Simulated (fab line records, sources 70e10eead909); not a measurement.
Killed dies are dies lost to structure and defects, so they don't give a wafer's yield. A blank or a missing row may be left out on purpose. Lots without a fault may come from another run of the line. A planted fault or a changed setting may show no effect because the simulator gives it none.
Which tool did it? | flow nand_harc | 20 lots, 60 wafers sampled, at 6 steps of a route of 1302

WHAT THE GAUGES READ, wafer by wafer
The record holds no reading of a measuring or inspecting step that can be judged against a usual standard deviation.

WHICH TOOL RAN EACH LOT (tool, then ch and the chambers of the sampled wafers, then the start)
lot  | NHARC_A_CHANNEL_HOLE_D2_ETCH_19  | NHARC_A_CHANNEL_HOLE_D2_ETCH_24  | NHARC_A_CHANNEL_HOLE_D2_ETCH_26  | NHARC_A_STAIRCASE_ETCH_169         | NHARC_A_STAIRCASE_ETCH_13                     | NHARC_A_STAIRCASE_TRIM_20
L074 | har_etch-01 ch 0,1, day 13 02:17 | har_etch-01 ch 0,1, day 13 04:24 | har_etch-01 ch 0,1, day 13 06:02 | rie_diel-06 ch 0,1,2, day 15 11:28 | rie_diel-08 ch 1,3, day 15 17:20 or earlier   | rie_diel-10 ch 0,1,3, day 15 17:20
L075 | har_etch-01 ch 0,1, day 14 02:56 | har_etch-01 ch 0,1, day 14 05:11 | har_etch-01 ch 0,1, day 14 06:46 | rie_diel-10 ch 1,3, day 16 11:52   | rie_diel-10 ch 0,3, day 16 16:53 or earlier   | rie_diel-08 ch 0,2,3, day 16 16:53
L076 | har_etch-02 ch 0,1, day 14 03:06 | har_etch-02 ch 0,1, day 14 05:14 | har_etch-02 ch 0,1, day 14 06:53 | rie_diel-06 ch 0,1,3, day 16 11:59 | rie_diel-10 ch 0,3, day 16 19:17 or earlier   | rie_diel-08 ch 0,2, day 16 19:17
L077 | har_etch-01 ch 0,1, day 14 07:08 | har_etch-01 ch 0,1, day 14 09:21 | har_etch-01 ch 0,1, day 14 10:53 | rie_diel-08 ch 0,1,3, day 16 17:53 | rie_diel-06 ch 1,2, day 16 20:51 or earlier   | rie_diel-10 ch 0,3, day 16 20:51
L078 | har_etch-02 ch 0,1, day 14 20:02 | har_etch-02 ch 0,1, day 14 22:09 | har_etch-02 ch 0,1, day 14 23:47 | rie_diel-06 ch 2,3, day 17 05:29   | rie_diel-10 ch 0,1,3, day 17 08:21 or earlier | rie_diel-10 ch 0,1,3, day 17 08:21
L079 | har_etch-01 ch 0,1, day 15 09:19 | har_etch-01 ch 0,1, day 15 11:27 | har_etch-01 ch 0,1, day 15 13:05 | rie_diel-10 ch 0,2,3, day 17 19:45 | rie_diel-10 ch 0,1,2, day 17 22:36 or earlier | rie_diel-10 ch 1,2, day 17 22:36
L080 | har_etch-01 ch 0,1, day 15 15:26 | har_etch-01 ch 0,1, day 15 17:34 | har_etch-01 ch 0,1, day 15 19:13 | rie_diel-06 ch 0,1,2, day 18 01:56 | rie_diel-10 ch 1,3, day 18 04:44 or earlier   | rie_diel-06 ch 0,1,3, day 18 04:44
L081 | har_etch-02 ch 0,1, day 15 23:26 | har_etch-02 ch 0,1, day 16 01:35 | har_etch-02 ch 0,1, day 16 03:13 | rie_diel-10 ch 1,2,3, day 18 06:44 | rie_diel-08 ch 0,3, day 18 09:42 or earlier   | rie_diel-06 ch 0,1,2, day 18 09:42
L085 | har_etch-02 ch 0,1, day 18 00:51 | har_etch-02 ch 0,1, day 18 03:00 | har_etch-02 ch 0,1, day 18 04:39 | rie_diel-06 ch 2,3, day 20 11:54   | rie_diel-08 ch 0,1, day 20 15:08 or earlier   | rie_diel-08 ch 2,3, day 20 15:08
L086 | har_etch-02 ch 0,1, day 18 05:04 | har_etch-02 ch 0,1, day 18 07:18 | har_etch-02 ch 0,1, day 18 08:50 | rie_diel-08 ch 0,2,3, day 20 12:12 | rie_diel-08 ch 1,2,3, day 20 15:26 or earlier | rie_diel-06 ch 0,1,2, day 20 15:26
L087 | har_etch-01 ch 0,1, day 18 05:54 | har_etch-01 ch 0,1, day 18 08:01 | har_etch-01 ch 0,1, day 18 09:40 | rie_diel-08 ch 1,2,3, day 20 12:02 | rie_diel-06 ch 0,2,3, day 20 14:59 or earlier | rie_diel-06 ch 0,1,2, day 20 14:59
L089 | har_etch-01 ch 0,1, day 19 10:56 | har_etch-01 ch 0,1, day 19 13:10 | har_etch-01 ch 0,1, day 19 14:44 | rie_diel-06 ch 1,2,3, day 22 01:58 | rie_diel-08 ch 0,3, day 22 05:20 or earlier   | rie_diel-08 ch 0,1,3, day 22 05:20
L088 | har_etch-02 ch 0,1, day 19 11:13 | har_etch-02 ch 0,1, day 19 13:28 | har_etch-02 ch 0,1, day 19 15:23 | rie_diel-06 ch 0,2,3, day 22 00:44 | rie_diel-08 ch 2,3, day 22 03:43 or earlier   | rie_diel-08 ch 0,2,3, day 22 03:43
L090 | har_etch-01 ch 0,1, day 20 00:18 | har_etch-01 ch 0,1, day 20 02:26 | har_etch-01 ch 0,1, day 20 04:05 | rie_diel-08 ch 0,1,3, day 22 08:58 | rie_diel-08 ch 0,1,3, day 22 12:11 or earlier | rie_diel-06 ch 0,1,3, day 22 12:11
L091 | har_etch-02 ch 0,1, day 20 03:14 | har_etch-02 ch 0,1, day 20 05:28 | har_etch-02 ch 0,1, day 20 07:02 | rie_diel-08 ch 0,1,2, day 22 08:53 | rie_diel-08 ch 1,2,3, day 22 12:04 or earlier | rie_diel-08 ch 0,1,3, day 22 12:04
L092 | har_etch-02 ch 0,1, day 20 19:25 | har_etch-02 ch 0,1, day 20 21:32 | har_etch-02 ch 0,1, day 20 23:11 | rie_diel-10 ch 1,2,3, day 23 05:28 | rie_diel-06 ch 1,2,3, day 23 09:01 or earlier | rie_diel-10 ch 0,1,2, day 23 09:01
L094 | har_etch-01 ch 0,1, day 21 04:49 | har_etch-01 ch 0,1, day 21 06:56 | har_etch-01 ch 0,1, day 21 08:35 | rie_diel-10 ch 0,2,3, day 23 14:19 | rie_diel-10 ch 0,1,3, day 23 17:32 or earlier | rie_diel-10 ch 1,2,3, day 23 17:32
L095 | har_etch-01 ch 0,1, day 21 18:33 | har_etch-01 ch 0,1, day 21 20:41 | har_etch-01 ch 0,1, day 21 22:20 | rie_diel-08 ch 0,2, day 24 02:04   | rie_diel-06 ch 1,2,3, day 24 05:01 or earlier | rie_diel-08 ch 0,1,3, day 24 05:01
L096 | har_etch-02 ch 0,1, day 22 05:35 | har_etch-02 ch 0,1, day 22 07:43 | har_etch-02 ch 0,1, day 22 09:22 | rie_diel-06 ch 1,3, day 24 13:37   | rie_diel-08 ch 1,2, day 24 16:42 or earlier   | rie_diel-10 ch 0,1,3, day 24 16:42
L097 | har_etch-01 ch 0, day 22 11:35   | har_etch-01 ch 0, day 22 13:43   | har_etch-01 ch 0, day 22 15:22   | rie_diel-06 ch 2,3, day 24 18:46   | rie_diel-10 ch 0,1, day 24 22:21 or earlier   | rie_diel-10 ch 1,2, day 24 22:21
- NHARC_A_CHANNEL_HOLE_D2_ETCH_19: etches the open film in C4F8/O2/Ar, time 34.5 s.
- NHARC_A_CHANNEL_HOLE_D2_ETCH_24: etches the open film in C4F8/O2/Ar, time 906.2 s, target depth 1500 nm.
- NHARC_A_CHANNEL_HOLE_D2_ETCH_26: etches the open film in C4F8/O2/Ar, time 224.1 s, target depth 300 nm.
- NHARC_A_STAIRCASE_ETCH_169: etches the open film in CH3F/O2, target depth 50 nm, time 107.1 s.
- NHARC_A_STAIRCASE_ETCH_13: etches the open film in C4F8/O2, target depth 100 nm, time 40.5 s.
- NHARC_A_STAIRCASE_TRIM_20: chemistry O2, time 211.2 s.

WHAT THE TOOLS THEMSELVES READ (means of the sampled wafers that have a number; where no wafer has one, the mark that the record gives instead)
NHARC_A_CHANNEL_HOLE_D2_ETCH_19. Usual: c4f8_flow_sccm 28.79 sccm, standard deviation 0.087; drypump_motor_current_A 5.51 A, standard deviation 0.24; showerhead_plenum_p_Torr 3.74 Torr, standard deviation 0.092; throttle_valve_pct 37.038 %, standard deviation 0.0089.
lot  | tool        | c4f8_flow_sccm (sccm) | drypump_motor_current_A (A) | showerhead_plenum_p_Torr (Torr) | throttle_valve_pct (%) | flag
L074 | har_etch-01 | 28.79                 | 5.58                        | 3.74                            | 37.045                 |
L075 | har_etch-01 | 28.89                 | 5.61                        | 3.73                            | 37.039                 |
L076 | har_etch-02 | 28.78                 | 5.52                        | 3.68                            | 37.034                 |
L077 | har_etch-01 | 28.74                 | 5.59                        | 3.73                            | 37.039                 |
L078 | har_etch-02 | 28.80                 | 5.51                        | 3.67                            | 37.033                 |
L079 | har_etch-01 | 28.84                 | 5.55                        | 3.72                            | 37.043                 |
L080 | har_etch-01 | 28.88                 | 5.59                        | 3.72                            | 37.034                 |
L081 | har_etch-02 | 28.77                 | 5.53                        | 3.66                            | 37.031                 |
L085 | har_etch-02 | 28.76                 | 5.30                        | 3.82                            | 37.036                 |
L086 | har_etch-02 | 28.81                 | 5.53                        | 3.90                            | 37.044                 |
L087 | har_etch-01 | 28.80                 | 5.59                        | 3.69                            | 37.038                 |
L089 | har_etch-01 | 28.75                 | 5.54                        | 3.69                            | 37.039                 |
L088 | har_etch-02 | 28.78                 | 5.30                        | 3.81                            | 37.043                 |
L090 | har_etch-01 | 28.76                 | 5.54                        | 3.68                            | 37.038                 |
L091 | har_etch-02 | 28.79                 | 5.53                        | 3.88                            | 37.045                 |
L092 | har_etch-02 | 28.70                 | 5.31                        | 3.80                            | 37.033                 |
L094 | har_etch-01 | 28.75                 | 5.54                        | 3.67                            | 37.040                 |
L095 | har_etch-01 | 28.75                 | 5.54                        | 3.67                            | 37.040                 |
L096 | har_etch-02 | 28.81                 | 5.29                        | 3.79                            | 37.031                 |
L097 | har_etch-01 | 28.67                 | 5.63                        | 3.66                            | 37.041                 |

NHARC_A_CHANNEL_HOLE_D2_ETCH_24. Usual: c4f8_flow_sccm 93.80 sccm, standard deviation 0.28; drypump_motor_current_A 5.51 A, standard deviation 0.24; showerhead_plenum_p_Torr 3.69 Torr, standard deviation 0.088; throttle_valve_pct 32.235 %, standard deviation 0.0092.
lot  | tool        | c4f8_flow_sccm (sccm) | drypump_motor_current_A (A) | showerhead_plenum_p_Torr (Torr) | throttle_valve_pct (%) | flag
L074 | har_etch-01 | 93.29                 | 5.59                        | 3.69                            | 32.231                 |
L075 | har_etch-01 | 93.93                 | 5.61                        | 3.68                            | 32.239                 |
L076 | har_etch-02 | 93.62                 | 5.52                        | 3.64                            | 32.233                 |
L077 | har_etch-01 | 93.73                 | 5.60                        | 3.68                            | 32.231                 |
L078 | har_etch-02 | 93.85                 | 5.53                        | 3.63                            | 32.237                 |
L079 | har_etch-01 | 94.02                 | 5.55                        | 3.67                            | 32.242                 |
L080 | har_etch-01 | 93.84                 | 5.61                        | 3.67                            | 32.245                 |
L081 | har_etch-02 | 93.70                 | 5.54                        | 3.62                            | 32.237                 |
L085 | har_etch-02 | 94.04                 | 5.32                        | 3.77                            | 32.236                 |
L086 | har_etch-02 | 93.86                 | 5.51                        | 3.84                            | 32.234                 |
L087 | har_etch-01 | 93.84                 | 5.59                        | 3.65                            | 32.229                 |
L089 | har_etch-01 | 93.74                 | 5.53                        | 3.64                            | 32.237                 |
L088 | har_etch-02 | 93.96                 | 5.29                        | 3.76                            | 32.234                 |
L090 | har_etch-01 | 93.89                 | 5.55                        | 3.64                            | 32.238                 |
L091 | har_etch-02 | 93.95                 | 5.54                        | 3.83                            | 32.231                 |
L092 | har_etch-02 | 93.95                 | 5.29                        | 3.75                            | 32.233                 |
L094 | har_etch-01 | 93.89                 | 5.54                        | 3.63                            | 32.232                 |
L095 | har_etch-01 | 93.38                 | 5.54                        | 3.62                            | 32.233                 |
L096 | har_etch-02 | 93.67                 | 5.29                        | 3.74                            | 32.233                 |
L097 | har_etch-01 | 94.15                 | 5.63                        | 3.62                            | 32.231                 |

NHARC_A_CHANNEL_HOLE_D2_ETCH_26. Usual: c4f8_flow_sccm 11.40 sccm, standard deviation 0.035; drypump_motor_current_A 5.51 A, standard deviation 0.23; showerhead_plenum_p_Torr 3.74 Torr, standard deviation 0.093; throttle_valve_pct 24.583 %, standard deviation 0.0099.
lot  | tool        | c4f8_flow_sccm (sccm) | drypump_motor_current_A (A) | showerhead_plenum_p_Torr (Torr) | throttle_valve_pct (%) | flag
L074 | har_etch-01 | 11.41                 | 5.58                        | 3.74                            | 24.581                 |
L075 | har_etch-01 | 11.39                 | 5.60                        | 3.73                            | 24.588                 |
L076 | har_etch-02 | 11.37                 | 5.53                        | 3.68                            | 24.580                 |
L077 | har_etch-01 | 11.37                 | 5.58                        | 3.73                            | 24.587                 |
L078 | har_etch-02 | 11.39                 | 5.52                        | 3.67                            | 24.570                 |
L079 | har_etch-01 | 11.40                 | 5.54                        | 3.72                            | 24.572                 |
L080 | har_etch-01 | 11.36                 | 5.59                        | 3.72                            | 24.584                 |
L081 | har_etch-02 | 11.45                 | 5.54                        | 3.67                            | 24.576                 |
L085 | har_etch-02 | 11.42                 | 5.30                        | 3.82                            | 24.581                 |
L086 | har_etch-02 | 11.39                 | 5.53                        | 3.90                            | 24.587                 |
L087 | har_etch-01 | 11.39                 | 5.59                        | 3.69                            | 24.589                 |
L089 | har_etch-01 | 11.43                 | 5.54                        | 3.69                            | 24.586                 |
L088 | har_etch-02 | 11.40                 | 5.31                        | 3.82                            | 24.579                 |
L090 | har_etch-01 | 11.37                 | 5.53                        | 3.68                            | 24.583                 |
L091 | har_etch-02 | 11.37                 | 5.53                        | 3.89                            | 24.592                 |
L092 | har_etch-02 | 11.38                 | 5.29                        | 3.80                            | 24.579                 |
L094 | har_etch-01 | 11.41                 | 5.54                        | 3.67                            | 24.587                 |
L095 | har_etch-01 | 11.38                 | 5.54                        | 3.67                            | 24.584                 |
L096 | har_etch-02 | 11.37                 | 5.30                        | 3.79                            | 24.579                 |
L097 | har_etch-01 | 11.37                 | 5.64                        | 3.66                            | 24.575                 |

NHARC_A_STAIRCASE_ETCH_169. Usual: bias_w 100.01 W, standard deviation 0.28; drypump_motor_current_A 5.8 A, standard deviation 0.47; oes_product_au 0.963 a.u., standard deviation 0.018; rf_vpp_V 245.0 V, standard deviation 1.8; showerhead_plenum_p_Torr 2.50 Torr, standard deviation 0.11; throttle_valve_pct 20.663 %, standard deviation 0.0095.
lot  | tool        | bias_w (W) | drypump_motor_current_A (A) | oes_product_au (a.u.) | rf_vpp_V (V) | showerhead_plenum_p_Torr (Torr) | throttle_valve_pct (%) | flag
L074 | rie_diel-06 | 99.92      | 6.0                         | 0.961                 | 244.9        | 2.47                            | 20.668                 |
L075 | rie_diel-10 | 99.94      | 5.7                         | 0.976                 | 245.9        | 2.53                            | 20.672                 |
L076 | rie_diel-06 | 100.00     | 6.0                         | 0.979                 | 243.7        | 2.38                            | 20.657                 |
L077 | rie_diel-08 | 99.85      | 5.6                         | 0.954                 | 246.1        | 2.55                            | 20.668                 |
L078 | rie_diel-06 | 100.20     | 6.2                         | 0.964                 | 244.1        | 2.48                            | 20.661                 |
L079 | rie_diel-10 | 100.13     | 5.3                         | 0.967                 | 246.6        | 2.59                            | 20.663                 |
L080 | rie_diel-06 | 99.94      | 6.0                         | 0.954                 | 244.6        | 2.46                            | 20.665                 |
L081 | rie_diel-10 | 99.77      | 5.4                         | 0.948                 | 246.0        | 2.58                            | 20.655                 |
L085 | rie_diel-06 | 99.53      | 6.3                         | 0.965                 | 244.5        | 2.47                            | 20.665                 |
L086 | rie_diel-08 | 100.02     | 5.8                         | 0.954                 | 245.4        | 2.54                            | 20.668                 |
L087 | rie_diel-08 | 100.18     | 5.6                         | 0.972                 | 244.7        | 2.48                            | 20.661                 |
L089 | rie_diel-06 | 99.96      | 6.0                         | 0.969                 | 244.3        | 2.45                            | 20.661                 |
L088 | rie_diel-06 | 100.10     | 6.2                         | 0.930                 | 244.0        | 2.46                            | 20.667                 |
L090 | rie_diel-08 | 100.24     | 5.6                         | 0.949                 | 245.8        | 2.53                            | 20.661                 |
L091 | rie_diel-08 | 99.88      | 5.9                         | 0.948                 | 245.6        | 2.52                            | 20.654                 |
L092 | rie_diel-10 | 100.06     | 5.5                         | 0.962                 | 246.2        | 2.57                            | 20.665                 |
L094 | rie_diel-10 | 100.11     | 5.3                         | 0.946                 | 246.3        | 2.58                            | 20.663                 |
L095 | rie_diel-08 | 99.85      | 6.2                         | 0.975                 | 245.3        | 2.51                            | 20.669                 |
L096 | rie_diel-06 | 99.94      | 6.0                         | 0.975                 | 243.4        | 2.35                            | 20.663                 |
L097 | rie_diel-06 | 100.26     | 6.3                         | 0.961                 | 244.9        | 2.54                            | 20.652                 |

NHARC_A_STAIRCASE_ETCH_13. Usual: bias_w 1000.2 W, standard deviation 2.8; oes_product_au 0.945 a.u., standard deviation 0.017; rf_vpp_V 899 V, standard deviation 5.5.
lot  | tool        | bias_w (W) | oes_product_au (a.u.) | rf_vpp_V (V) | flag
L074 | rie_diel-08 | 996.7      | 0.962                 | 898          |
L075 | rie_diel-10 | 1003.7     | 0.947                 | 900          |
L076 | rie_diel-10 | 999.1      | 0.943                 | 903          |
L077 | rie_diel-06 | 997.9      | 0.940                 | 895          |
L078 | rie_diel-10 | 1000.0     | 0.960                 | 903          |
L079 | rie_diel-10 | 1001.1     | 0.956                 | 905          |
L080 | rie_diel-10 | 1000.9     | 0.964                 | 901          |
L081 | rie_diel-08 | 1000.3     | 0.952                 | 902          |
L085 | rie_diel-08 | 1002.3     | 0.943                 | 899          |
L086 | rie_diel-08 | 999.9      | 0.927                 | 897          |
L087 | rie_diel-06 | 1002.4     | 0.950                 | 897          |
L089 | rie_diel-08 | 999.1      | 0.926                 | 900          |
L088 | rie_diel-08 | 1000.7     | 0.939                 | 897          |
L090 | rie_diel-08 | 1002.4     | 0.936                 | 899          |
L091 | rie_diel-08 | 997.8      | 0.927                 | 897          |
L092 | rie_diel-06 | 1000.8     | 0.927                 | 895          |
L094 | rie_diel-10 | 1002.3     | 0.933                 | 901          |
L095 | rie_diel-06 | 1000.7     | 0.940                 | 895          |
L096 | rie_diel-08 | 998.5      | 0.935                 | 897          |
L097 | rie_diel-10 | 999.0      | 0.943                 | 904          |

NHARC_A_STAIRCASE_TRIM_20. Usual: drypump_motor_current_A 5.7 A, standard deviation 0.47; oes_product_au 1.002 a.u., standard deviation 0.015; rf_vpp_V 58.2 V, standard deviation 0.92; showerhead_plenum_p_Torr 3.63 Torr, standard deviation 0.14; throttle_valve_pct 17.036 %, standard deviation 0.009.
lot  | tool        | drypump_motor_current_A (A) | oes_product_au (a.u.) | rf_vpp_V (V) | showerhead_plenum_p_Torr (Torr) | throttle_valve_pct (%) | flag
L074 | rie_diel-10 | 5.4                         | 1.002                 | 58.2         | 3.70                            | 17.034                 |
L075 | rie_diel-08 | 5.8                         | 1.015                 | 58.4         | 3.66                            | 17.036                 |
L076 | rie_diel-08 | 6.2                         | 1.015                 | 58.4         | 3.72                            | 17.038                 |
L077 | rie_diel-10 | 5.5                         | 1.002                 | 57.9         | 3.64                            | 17.039                 |
L078 | rie_diel-10 | 5.4                         | 1.010                 | 57.8         | 3.69                            | 17.025                 |
L079 | rie_diel-10 | 5.4                         | 1.010                 | 58.6         | 3.75                            | 17.034                 |
L080 | rie_diel-06 | 6.0                         | 1.006                 | 58.1         | 3.41                            | 17.030                 |
L081 | rie_diel-06 | 6.0                         | 1.008                 | 57.1         | 3.53                            | 17.044                 |
L085 | rie_diel-08 | 5.9                         | 1.008                 | 58.2         | 3.55                            | 17.038                 |
L086 | rie_diel-06 | 6.0                         | 0.996                 | 58.8         | 3.52                            | 17.035                 |
L087 | rie_diel-06 | 6.0                         | 1.006                 | 58.2         | 3.52                            | 17.038                 |
L089 | rie_diel-08 | 5.5                         | 1.001                 | 57.8         | 3.64                            | 17.036                 |
L088 | rie_diel-08 | 5.8                         | 1.000                 | 57.9         | 3.63                            | 17.032                 |
L090 | rie_diel-06 | 6.0                         | 0.989                 | 57.5         | 3.39                            | 17.039                 |
L091 | rie_diel-08 | 5.6                         | 1.003                 | 58.3         | 3.63                            | 17.045                 |
L092 | rie_diel-10 | 5.2                         | 1.000                 | 58.0         | 3.75                            | 17.027                 |
L094 | rie_diel-10 | 5.4                         | 0.993                 | 59.7         | 3.68                            | 17.039                 |
L095 | rie_diel-08 | 5.6                         | 1.001                 | 59.1         | 3.63                            | 17.036                 |
L096 | rie_diel-10 | 5.5                         | 0.983                 | 58.3         | 3.67                            | 17.032                 |
L097 | rie_diel-10 | 5.2                         | 1.000                 | 58.3         | 3.74                            | 17.044                 |

THE ANSWER, worked out from the rows above alone
Rule: a lot is off if the mean of its wafers that have a number lies more than 3 standard deviations from the usual mean. A lot without any number at a reading at which 4 lots or more have one is off too. The other lots that the step has rows for count as sound. The gauges are gone through in route order, then the tools' own readings, and for those a lot's mean is taken as printed above. The first step at which some lot is off is used, and at that step the reading that is off furthest; a lot without a number counts as furthest.
No lot is off at any reading shown: from this, nothing can be told.

WHAT THE SIMULATOR HAD PUT IN
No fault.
